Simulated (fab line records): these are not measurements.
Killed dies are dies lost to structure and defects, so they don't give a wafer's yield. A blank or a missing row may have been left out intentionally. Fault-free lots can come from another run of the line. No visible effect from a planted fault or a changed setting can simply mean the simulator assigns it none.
Chamber matching :: flow n5_finfet :: cvd_co-01 running N5_BEOL_M5_PRE_CLEAN_77: 3 sister chambers
The step time 15 s. 6 wafers are shown with their chamber, then 12 later ones without.

== WAFERS PAIRED WITH THEIR CHAMBERS ==
wafer: L084.3
chamber: 1
heater_power_w (W): 82

wafer: L089.5
chamber: 0
heater_power_w (W): 77

wafer: L089.6
chamber: 2
heater_power_w (W): 87

wafer: L092.1
chamber: 0
heater_power_w (W): 76

wafer: L092.2
chamber: 1
heater_power_w (W): 84

wafer: L092.6
chamber: 2
heater_power_w (W): 86

== WAFERS WITH NO CHAMBER GIVEN ==
wafer: L091.1
heater_power_w (W): 77

wafer: L091.2
heater_power_w (W): 80

wafer: L091.4
heater_power_w (W): 88

wafer: L094.1
heater_power_w (W): 82

wafer: L094.3
heater_power_w (W): 86

wafer: L094.4
heater_power_w (W): 81

wafer: L095.1
heater_power_w (W): 83

wafer: L095.2
heater_power_w (W): 86

wafer: L095.5
heater_power_w (W): 76

wafer: L097.2
heater_power_w (W): 84

wafer: L097.5
heater_power_w (W): 75

wafer: L097.6
heater_power_w (W): 82

== EACH ONE'S CHAMBER ==
wafer: L091.1
from the rows above: 0
in truth: 0

wafer: L091.2
from the rows above: can't be placed: 1 or 0
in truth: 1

wafer: L091.4
from the rows above: 2
in truth: 2

wafer: L094.1
from the rows above: 1
in truth: 1

wafer: L094.3
from the rows above: 2
in truth: 2

wafer: L094.4
from the rows above: 1
in truth: 1

wafer: L095.1
from the rows above: 1
in truth: 1

wafer: L095.2
from the rows above: 2
in truth: 2

wafer: L095.5
from the rows above: 0
in truth: 0

wafer: L097.2
from the rows above: can't be placed: 1 or 2
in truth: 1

wafer: L097.5
from the rows above: 0
in truth: 0

wafer: L097.6
from the rows above: 1
in truth: 1
Correct placement for 10 of the 12. From these rows, 2 cannot be placed; in 2 the true chamber is one of the candidates. Placed wrongly: 0.
How it was worked out, from the rows above alone: a wafer's distance from a chamber is the root of the sum, over the readings, of the square of ((its reading less the chamber's mean) divided by the reading's scatter). The wafer belongs to the nearest chamber; if the next one is less than 2 further off, it can't be placed. Each chamber's mean is taken over the wafers shown for it. The scatter: the root of (the sum of the squares of (reading less its chamber's mean) over the shown wafers, divided by (wafers less chambers)).
